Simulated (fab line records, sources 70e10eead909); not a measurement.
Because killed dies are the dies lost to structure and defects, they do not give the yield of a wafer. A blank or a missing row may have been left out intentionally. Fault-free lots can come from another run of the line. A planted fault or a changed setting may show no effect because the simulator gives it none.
fab line records ; flow nandHarc
[record] lots = 5; wafers = 15; lastDay = 33
route steps=1302 shown A_CHANNEL_HOLE_D1@457 END@1302
lots untouched by any fault: they come from a run of this same line in which no faults occurred
startH: hours from the record's first day to the start of the lot's first wafer shown ; waitH: hours from the lot's prior step to this one ; " identical to the entry in the row above ; L1.1+2: several wafers, shown together as one row ; - no value, or no start was given ; * or withheld: withheld ; < > ~ a bound
route shown NAME@n: names a module that has steps shown in the file, with the first one's number in the route ; usual: mean/standard deviation of fault-free wafers ; same: alike in all rows ; chamber/n: place in a boat ; sites: readings site by site ; _std_site: their standard deviation ; _edge_site: the outer-site mean with the inner-site mean subtracted ; radiusMm: for every site, how far away it sits from the centre of the wafer ; mask NAME#n: copy n ; behind: the last tool/chamber to shape the wafer ; hold: why the lot was held/for how many hours/how that ended ; device: names the non-switching transistor (n, p or np) ; end of line: the same wafers' tests at the end of the route ; a step with no rows: only its recipe ; killed: dies lost to structure and defects at the first sort, not the wafer's yield ; map: a wafer's dies, marking killed ones x, the rest . and places with no die _
set.NAME: the setting as run; set.NAME@STEP: as run at that earlier step ; model.NAME: the simulator's own value behind a step, which no gauge read
lots at selected steps of the route; one table per step, one row per wafer
services: when a tool's chamber went out of use (startH, in hours from the record's first day, below 0 if earlier), for how many hours, and the reason
[[steps]]
[step NHARC_A_CHANNEL_HOLE_D1_SOFTBAKE_05]
[recipe] tempC = 105; timeS = 55
[step NHARC_A_CHANNEL_HOLE_D1_EBR_06]
[step NHARC_A_CHANNEL_HOLE_D1_EXPOSE_07]
[recipe] na = 1.35; targetCdNm = 100; sigmaOuter = 0.3; doseMj = 59.65; maskId = HOLE_D1
[step NHARC_A_CHANNEL_HOLE_D1_PEB_08]
[recipe] pebTempC = 100; pebTimeS = 65
[step NHARC_A_CHANNEL_HOLE_D1_DEVELOP_09]
[recipe] developTimeS = 35; devTempC = 23
[step NHARC_A_CHANNEL_HOLE_D1_CD_MEAS_10]
[recipe] targetCdNm = 100; landingEnergyEv = 500
[usual] cdNm = 100.1/0.53
lot.wafer;tool;chamber;startH;waitH;cdNm
L458.1;cdSem-03;0;233.98;-;100.6
L458.2;cdSem-03;0;233.98;-;100.0
L458.5;cdSem-03;0;233.98;-;101.0
L463.1;cdSem-01;0;293.71;-;99.9
L463.4;cdSem-01;0;293.71;-;100.7
L463.5;cdSem-01;0;293.71;-;100.5
L468.1;cdSem-01;0;344.20;-;99.5
L468.2;cdSem-01;0;344.20;-;99.7
L468.6;cdSem-01;0;344.20;-;99.1
L475.3;cdSem-02;0;408.48;-;100.1
L475.4;cdSem-02;0;408.48;-;100.0
L475.5;cdSem-02;0;408.48;-;99.7
L474.3;cdSem-02;0;409.28;-;99.3
L474.4;cdSem-02;0;409.28;-;99.5
L474.6;cdSem-02;0;409.28;-;100.0
[step NHARC_A_CHANNEL_HOLE_D1_OVL_MEAS_11]
[usual] overlayXNm = -0.1/0.79; overlayYNm = -0.1/1.1
lot.wafer;tool;chamber;startH;waitH;overlayXNm;overlayYNm
L458.1;overlay-01;-;234.07;-;0.8;0.8
L458.2;overlay-01;-;234.07;-;0.6;0.1
L458.5;overlay-01;-;234.07;-;0.8;0.9
L463.1;overlay-01;-;293.79;-;-0.3;-1.4
L463.4;overlay-01;-;293.79;-;0.2;-0.4
L463.5;overlay-01;-;293.79;-;0.2;-1.2
L468.1;overlay-01;-;344.29;-;1.4;-0.2
L468.2;overlay-01;-;344.29;-;1.1;-0.7
L468.6;overlay-01;-;344.29;-;1.0;-1.1
L475.3;overlay-01;-;408.57;-;0.2;-0.1
L475.4;overlay-01;-;408.57;-;0.0;-0.3
L475.5;overlay-01;-;408.57;-;0.5;-0.5
L474.3;overlay-01;-;409.37;-;-0.5;-0.3
L474.4;overlay-01;-;409.37;-;-0.2;-0.1
L474.6;overlay-01;-;409.37;-;-0.1;-0.4
[step NHARC_A_CHANNEL_HOLE_D1_INSPECT_12]
[usual] rawDefectCount = 5.3/2.9
lot.wafer;tool;chamber;startH;waitH;rawDefectCount
L458.1;defectInspect-02;-;234.11;0.0;2
L458.2;defectInspect-02;-;234.11;0.0;2
L458.5;defectInspect-02;-;234.11;0.0;7
L463.1;defectInspect-01;-;293.83;0.0;2
L463.4;defectInspect-01;-;293.83;0.0;3
L463.5;defectInspect-01;-;293.83;0.0;7
L468.1;defectInspect-02;-;344.32;0.0;4
L468.2;defectInspect-02;-;344.32;0.0;1
L468.6;defectInspect-02;-;344.32;0.0;3
L475.3;defectInspect-01;-;408.60;0.0;2
L475.4;defectInspect-01;-;408.60;0.0;4
L475.5;defectInspect-01;-;408.60;0.0;4
L474.3;defectInspect-02;-;409.40;0.0;2
L474.4;defectInspect-02;-;409.40;0.0;1
L474.6;defectInspect-02;-;409.40;0.0;4
[step NHARC_A_CHANNEL_HOLE_D1_DESCUM_15]
[recipe] timeS = 3; o2FlowSccm = 200; arFlowSccm = 0; biasPowerW = 0; chemistry = O2
[usual] drypumpMotorCurrentA = 5.5/0.3; oesProductAu = 1.000/0.012; rfVppV = 57.8/0.85; showerheadPlenumPTorr = 1.90/0.059; throttleValvePct = 11.311/0.0094
lot.wafer;tool;chamber;startH;waitH;drypumpMotorCurrentA;oesProductAu;rfHoursCounterH;rfVppV;showerheadPlenumPTorr;throttleValvePct
L458.1;rieDiel-10;3;234.18;0.1;5.7;0.994;15;57.0;1.86;11.314
L458.2;rieDiel-10;0;234.18;0.1;5.3;0.992;15;57.1;1.97;11.314
L458.5;rieDiel-10;2;234.18;0.1;5.6;1.033;-;56.9;1.89;11.307
L463.1;rieDiel-01;2;293.89;0.1;5.7;1.003;21;57.9;1.93;11.302
L463.4;rieDiel-01;0;293.89;0.1;5.7;1.024;25;58.6;1.86;11.305
L463.5;rieDiel-01;3;293.89;0.1;6.3;1.002;-;57.2;1.93;11.309
L468.1;rieDiel-10;0;344.40;0.1;5.3;0.997;8;57.7;1.96;11.292
L468.2;rieDiel-10;1;344.40;0.1;5.1;0.997;8;57.1;1.83;11.305
L468.6;rieDiel-10;3;344.40;0.1;5.7;0.991;-;58.1;1.86;11.319
L475.4;rieDiel-04;0;408.68;0.1;5.8;0.989;13;58.6;2.03;11.303
L475.3;rieDiel-04;1;408.68;0.1;5.5;0.994;12;57.9;2.02;11.294
L475.5;rieDiel-04;3;408.68;0.1;5.6;1.000;-;58.3;1.95;11.308
L474.3;rieDiel-10;0;409.48;0.1;5.3;1.008;14;57.8;1.96;11.310
L474.4;rieDiel-10;1;409.48;0.1;5.1;1.002;13;57.1;1.83;11.298
L474.6;rieDiel-10;2;409.48;0.1;5.6;0.992;-;57.0;1.88;11.309
[step NHARC_A_CHANNEL_HOLE_D1_ETCH_38]
[recipe] targetDepthA = 390; overEtchFrac = 0.3; timeS = 65; ionEnergyEv = 80; cf4FlowSccm = 150; arFlowSccm = 0; rfW = 300; biasW = 100; chemistry = CF4
[usual] drypumpMotorCurrentA = 5.5/0.31; oesProductAu = 1.002/0.012; rfVppV = 151.1/1; runLengthS = 86.3/0.41; showerheadPlenumPTorr = 1.76/0.053; throttleValvePct = 13.285/0.0091
lot.wafer;tool;chamber;startH;waitH;drypumpMotorCurrentA;oesProductAu;rfHoursCounterH;rfVppV;runLengthS;showerheadPlenumPTorr;throttleValvePct
L458.1;rieDiel-10;3;234.27;0.1;5.7;0.991;15;150.8;86.4;1.72;13.263
L458.2;rieDiel-10;0;234.27;0.1;5.3;1.001;15;151.8;86.2;1.81;13.296
L458.5;rieDiel-10;2;234.27;0.1;5.6;1.010;-;151.4;86.3;1.74;13.280
L463.1;rieDiel-01;1;293.98;0.1;6.3;0.979;24;149.5;86.3;1.66;13.288
L463.4;rieDiel-01;3;293.98;0.1;6.3;1.004;22;151.3;86.6;1.78;13.291
L463.5;rieDiel-01;2;293.98;0.1;5.7;0.995;-;151.9;86.5;1.78;13.280
L468.2;rieDiel-10;1;344.48;0.1;5.1;1.012;8;151.7;85.5;1.70;13.278
L468.1;rieDiel-10;3;344.48;0.1;5.8;0.998;7;149.3;86.5;1.72;13.302
L468.6;rieDiel-10;1;344.48;0.1;5.1;1.012;-;149.6;86.1;1.70;13.281
L475.4;rieDiel-04;2;408.75;0.1;5.6;0.995;15;150.9;85.8;1.79;13.277
L475.3;rieDiel-04;1;408.75;0.1;5.5;1.012;12;153.0;86.4;1.86;13.292
L475.5;rieDiel-04;3;408.75;0.1;5.6;1.016;-;151.0;87.1;1.80;13.275
L474.4;rieDiel-10;0;409.55;0.1;5.3;1.003;14;150.8;86.7;1.81;13.268
L474.3;rieDiel-10;2;409.55;0.1;5.6;0.984;13;150.2;86.3;1.74;13.269
L474.6;rieDiel-10;0;409.55;0.1;5.3;0.996;-;152.6;86.4;1.81;13.277
[step NHARC_A_CHANNEL_HOLE_D1_ETCH_39]
[recipe] targetDepthA = 2600; overEtchFrac = 0.3; timeS = 325; ionEnergyEv = 200; n2FlowSccm = 150; h2FlowSccm = 150; arFlowSccm = 0; rfW = 400; biasW = 150; chemistry = N2/H2
[usual] drypumpMotorCurrentA = 5.5/0.32; n2FlowSccm = 149.9/0.49; oesProductAu = 1.002/0.011; rfVppV = 430.2/2.1; runLengthS = 346.3/0.4; showerheadPlenumPTorr = 2.03/0.068; throttleValvePct = 14.172/0.0087
lot.wafer;tool;chamber;startH;waitH;drypumpMotorCurrentA;n2FlowSccm;oesProductAu;rfHoursCounterH;rfVppV;runLengthS;showerheadPlenumPTorr;throttleValvePct
L458.1;rieDiel-10;0;-;-;5.3;150.8;0.994;15;432.4;346.3;2.10;14.185
L458.2;rieDiel-10;1;-;-;5.1;150.8;1.011;15;427.3;345.7;1.95;14.169
L458.5;rieDiel-10;0;-;-;5.3;149.9;0.998;-;431.9;346.5;2.10;14.176
L463.4;rieDiel-01;3;-;-;6.3;150.5;1.009;22;429.7;346.1;2.05;14.187
L463.1;rieDiel-01;0;-;-;5.7;149.6;1.011;26;428.1;346.0;1.98;14.170
L463.5;rieDiel-01;2;-;-;5.7;150.1;0.998;-;430.7;346.0;2.06;14.165
L468.1;rieDiel-10;0;-;-;5.3;149.6;0.992;8;432.0;346.1;2.10;14.169
L468.2;rieDiel-10;1;-;-;5.1;150.6;1.007;8;428.2;345.5;1.95;14.167
L468.6;rieDiel-10;1;-;-;5.1;150.3;1.013;-;427.1;345.6;1.95;14.165
L475.3;rieDiel-04;3;-;-;5.6;150.1;1.001;15;433.2;346.2;2.07;14.167
L475.4;rieDiel-04;2;-;-;5.7;149.3;0.999;15;432.4;345.9;2.07;14.195
L475.5;rieDiel-04;0;-;-;5.8;150.7;0.999;-;434.6;346.2;2.17;14.171
L474.4;rieDiel-10;1;-;-;5.1;149.7;1.000;14;427.6;345.6;1.95;14.171
L474.3;rieDiel-10;2;-;-;5.6;150.3;0.984;13;428.0;346.6;2.00;14.173
L474.6;rieDiel-10;0;-;-;5.3;149.9;0.996;-;432.0;346.5;2.09;14.171
[step NHARC_A_CHANNEL_HOLE_D1_ETCH_34]
[recipe] targetDepthA = 1540; timeS = 77; cf4FlowSccm = 100; chf3FlowSccm = 30; arFlowSccm = 0; rfW = 500; biasW = 200; chemistry = CF4/CHF3
[usual] drypumpMotorCurrentA = 5.5/0.31; oesProductAu = 0.949/0.026; rfVppV = 370.1/1.8; runLengthS = 98.3/0.38; showerheadPlenumPTorr = 1.56/0.049; throttleValvePct = 16.804/0.0096
lot.wafer;tool;chamber;startH;waitH;drypumpMotorCurrentA;oesProductAu;rfHoursCounterH;rfVppV;runLengthS;showerheadPlenumPTorr;throttleValvePct
L458.2;rieDiel-10;2;-;-;5.6;0.976;14;370.1;98.5;1.55;16.796
L458.1;rieDiel-10;0;-;-;5.3;0.966;15;372.7;98.7;1.62;16.799
L458.5;rieDiel-10;1;-;-;5.1;0.992;-;368.7;97.8;1.51;16.804
L463.1;rieDiel-01;1;-;-;6.2;0.973;25;368.8;98.2;1.48;16.812
L463.4;rieDiel-01;2;-;-;5.7;0.964;21;369.8;98.0;1.59;16.796
L463.5;rieDiel-01;0;-;-;5.7;1.006;-;368.5;97.9;1.53;16.813
L468.2;rieDiel-10;2;-;-;5.6;0.956;8;370.0;98.4;1.55;16.812
L468.1;rieDiel-10;3;-;-;5.7;0.954;7;369.6;98.5;1.53;16.807
L468.6;rieDiel-10;2;-;-;5.6;0.953;-;371.5;99.2;1.55;16.795
L475.4;rieDiel-04;1;-;-;5.5;0.988;12;373.6;98.7;1.65;16.796
L475.3;rieDiel-04;0;-;-;5.8;0.961;13;373.1;98.2;1.67;16.818
L475.5;rieDiel-04;1;-;-;5.5;0.984;-;373.4;98.3;1.65;16.789
L474.4;rieDiel-10;2;-;-;5.6;0.914;13;369.0;99.1;1.55;16.799
L474.3;rieDiel-10;0;-;-;5.3;0.919;14;372.6;98.9;1.61;16.807
L474.6;rieDiel-10;2;-;-;5.6;0.916;-;369.8;98.7;1.55;16.808
[step NHARC_A_CHANNEL_HOLE_D1_ETCH_16]
[recipe] targetDepthA = 31000; overEtchFrac = 0.3; timeS = 806; ionEnergyEv = 150; o2FlowSccm = 400; cosFlowSccm = 20; arFlowSccm = 0; rfW = 500; biasW = 300; chemistry = O2/COS
[usual] drypumpMotorCurrentA = 5.5/0.32; oesProductAu = 1.000/0.012; rfVppV = 313.8/1.6; runLengthS = 827.3/0.39; showerheadPlenumPTorr = 3.10/0.097; throttleValvePct = 28.329/0.009
lot.wafer;tool;chamber;startH;waitH;drypumpMotorCurrentA;oesProductAu;rfHoursCounterH;rfVppV;runLengthS;showerheadPlenumPTorr;throttleValvePct
L458.1;rieDiel-10;0;234.81;-;5.3;0.989;16;313.9;827.1;3.21;28.343
L458.2;rieDiel-10;1;234.81;-;5.1;1.010;15;313.5;826.7;3.00;28.329
L458.5;rieDiel-10;2;234.81;-;5.6;1.014;-;314.0;827.7;3.08;28.325
L463.4;rieDiel-01;3;294.64;-;6.3;0.995;22;314.5;827.1;3.14;28.315
L463.1;rieDiel-01;0;294.64;-;5.7;1.019;26;312.8;826.8;3.04;28.332
L463.5;rieDiel-01;2;294.64;-;5.7;0.992;-;314.7;827.1;3.15;28.331
L468.1;rieDiel-10;1;344.97;-;5.1;1.008;9;311.4;827.0;2.99;28.326
L468.2;rieDiel-10;2;344.97;-;5.5;0.993;8;311.8;827.4;3.07;28.327
L468.6;rieDiel-10;0;344.97;-;5.3;1.000;-;314.2;557.1;3.20;28.318
L475.3;rieDiel-04;0;409.19;-;5.8;1.002;13;315.8;827.0;3.31;28.334
L475.4;rieDiel-04;3;409.19;-;5.6;1.014;15;313.8;827.3;3.17;28.342
L475.5;rieDiel-04;0;409.19;-;5.8;0.999;-;316.2;827.4;3.31;28.337
L474.4;rieDiel-10;0;409.99;-;5.3;0.995;14;316.3;827.3;3.20;28.339
L474.3;rieDiel-10;3;409.99;-;5.7;0.997;13;313.8;827.5;3.03;28.324
L474.6;rieDiel-10;0;409.99;-;5.3;0.997;-;316.1;827.5;3.20;28.327
[step NHARC_A_CHANNEL_HOLE_D1_CD_MEAS_18]
[usual] cdNm = 99.8/2.2
lot.wafer;tool;chamber;startH;waitH;cdNm
L458.1;cdSem-02;-;235.28;-;103.1
L458.2;cdSem-02;-;235.28;-;102.3
L458.5;cdSem-02;-;235.28;-;104.6
L463.1;cdSem-03;-;295.17;-;104.4
L463.4;cdSem-03;-;295.17;-;104.2
L463.5;cdSem-03;-;295.17;-;98.9
L468.1;cdSem-03;-;345.49;-;98.0
L468.2;cdSem-03;-;345.49;-;98.7
L468.6;cdSem-03;-;345.49;-;96.2
L475.3;cdSem-03;-;409.78;-;100.3
L475.4;cdSem-03;-;409.78;-;100.7
L475.5;cdSem-03;-;409.78;-;101.9
L474.3;cdSem-01;-;410.58;-;101.7
L474.4;cdSem-01;-;410.58;-;98.4
L474.6;cdSem-01;-;410.58;-;99.9
[step NHARC_END_SORT_01]
[recipe] tempC = 25
[usual] killedAtArray = 57/20; killedAtOther = 1.0/1.5; killedAtPeriphery = 3.5/2.5; killedDies = 62/21; killedOpen = 3.5/1.9; killedShort = 2.4/1.6
[same] grossDies = 677
lot.wafer;tool;chamber;startH;waitH;killedAtArray;killedAtOther;killedAtPeriphery;killedDies;killedOpen;killedShort
L468.6;prober-01;0;712.70;4.0;674;0;3;677;2;1
// killed by level:class
L468.6 A_CHANNEL_HOLE_D1:areaEtch=646 A_CONTACT:chamberFilmFlake=11 A_CHANNEL_HOLE_D1:chamberFilmFlake=7 A_M1:geometricParticle:open=2 P_CONTACT:chamberFilmFlake=2 A_SLIT:chamberFilmFlake=2 A_BONDPAD:chamberFilmFlake=2 A_ONON_D1:geometricParticle:short=1
// map L468.6 (x killed, . not)
____________x____________
_________xxxxxxx_________
_______xxxxxxxxxxx_______
______xxxxxxxxxxxxx______
_____xxxxxxxxxxxxxxx_____
____xxxxxxxxxxxxxxxxx____
____xxxxxxxxxxxxxxxxx____
___xxxxxxxxxxxxxxxxxxx___
___xxxxxxxxxxxxxxxxxxx___
__xxxxxxxxxxxxxxxxxxxxx__
__xxxxxxxxxxxxxxxxxxxxx__
_xxxxxxxxxxxxxxxxxxxxxxx_
_xxxxxxxxxxxxxxxxxxxxxxx_
_xxxxxxxxxxxxxxxxxxxxxxx_
_xxxxxxxxxxxxxxxxxxxxxxx_
_xxxxxxxxxxxxxxxxxxxxxxx_
xxxxxxxxxxxxxxxxxxxxxxxxx
xxxxxxxxxxxxxxxxxxxxxxxxx
xxxxxxxxxxxxxxxxxxxxxxxxx
xxxxxxxxxxxxxxxxxxxxxxxxx
xxxxxxxxxxxxxxxxxxxxxxxxx
_xxxxxxxxxxxxxxxxxxxxxxx_
_xxxxxxxxxxxxxxxxxxxxxxx_
_xxxxxxxxxxxxxxxxxxxxxxx_
_xxxxxxxxxxxxxxxxxxxxxxx_
_xxxxxxxxxxxxxxxxxxxxxxx_
__xxxxxxxxxxxxxxxxxxxxx__
__xxxxxxxxxxxxxxxxxxxxx__
___xxxxxxxxxxxxxxxxxxx___
___xxxxxxxxxxxxxxxxxxx___
____xxxxxxxxxxxxxxxxx____
____xxxxxxxxxxxxxxxxx____
_____xxxxxxxxxxxxxxx_____
______xxxxxxxxxxxxx______
_______xxxxxxxxxxx_______
_________xxxxxxx_________
____________x____________
// map L474.3 (x killed, . not)
____________.____________
_________......._________
_______..........._______
______...x.........______
_____...xx.........._____
____.............x...____
____............x....____
___...................___
___...................___
__.....................__
__.....................__
_......................._
_......................._
_......................._
_...............x......._
_.............x........._
...x............x........
.............x...........
.................x.......
............x............
......x..x...............
_.x..........xx........._
_.......x..xx..........._
_.....x..x.xxx..x......._
_........x.xxxx........._
_........xxxxx.........._
__x......xx.xx.........__
__........x..xx........__
___.......xxxx.x......___
___......x..x..x......___
____.................____
____...........x.....____
_____..x............_____
______.............______
_______..........._______
_________......._________
____________.____________
[[services]]
tool;chamber;startH;hours;kind
rieDiel-10;0;221.50;-;clean
rieDiel-10;1;221.50;-;clean
rieDiel-10;2;221.50;-;clean
rieDiel-10;3;221.50;-;clean
rieDiel-04;-;237.96;0.3;repair
rieDiel-04;0;238.79;1.2;repair
rieDiel-10;-;242.50;9.0;pm
rieDiel-10;0;242.50;9.0;ventCycle
rieDiel-10;1;242.50;9.0;ventCycle
rieDiel-10;2;242.50;9.0;ventCycle
rieDiel-10;3;242.50;9.0;ventCycle
rieDiel-10;0;251.50;-;clean
rieDiel-10;1;251.50;-;clean
rieDiel-10;2;251.50;-;clean
rieDiel-10;-;262.75;0.5;repair
rieDiel-01;1;268.42;3.1;repair
rieDiel-01;2;297.34;2.8;repair
rieDiel-04;-;298.04;0.3;repair
rieDiel-10;3;313.89;4.2;repair
rieDiel-01;3;345.57;6.2;repair
rieDiel-04;-;354.90;9.0;pm
rieDiel-01;1;366.50;3.8;repair
rieDiel-01;3;378.09;9.6;repair
rieDiel-01;-;380.80;9.0;pm
[[key]]
[firstSign] step = NHARC_A_CHANNEL_HOLE_D1_ETCH_16; reading = runLengthS; direction = down; sigmas = 99+; usual = *; struck = *
[effect] step = NHARC_END_SORT_01; reading = killedAtArray; direction = up; sigmas = 30; usual = 57; struck = 674
[moreKillsBornAt] NHARC_A_CHANNEL_HOLE_D1_ETCH_16@rieDiel-10 = 646
metAt NHARC_A_CHANNEL_HOLE_D1_ETCH_16
struckWafers L468.6
laterRowsLeftOut L468.6
testerLeftOut L468
onsetBetween 234.81 344.97
[fault] kind = processParameterDrift; tool = rieDiel-10; chamber = 0; onsetH = 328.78; steps = NHARC_A_CHANNEL_HOLE_D1_ETCH_16; channel = timeS; offset = *; shape = step; endH = 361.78; actsIn = *; stated = *
// testerLeftOut: of these lots the tester's yield and bins aren't shown, on N5 and GAA mostly nor the transistor test; their killed dies are dies lost to structure and defects alone, not to doping, threshold or leakage, so they don't give the yield
// laterRowsLeftOut: the simulator's readings of these wafers behind a module that went badly wrong aren't trusted and aren't shown, but for the sort
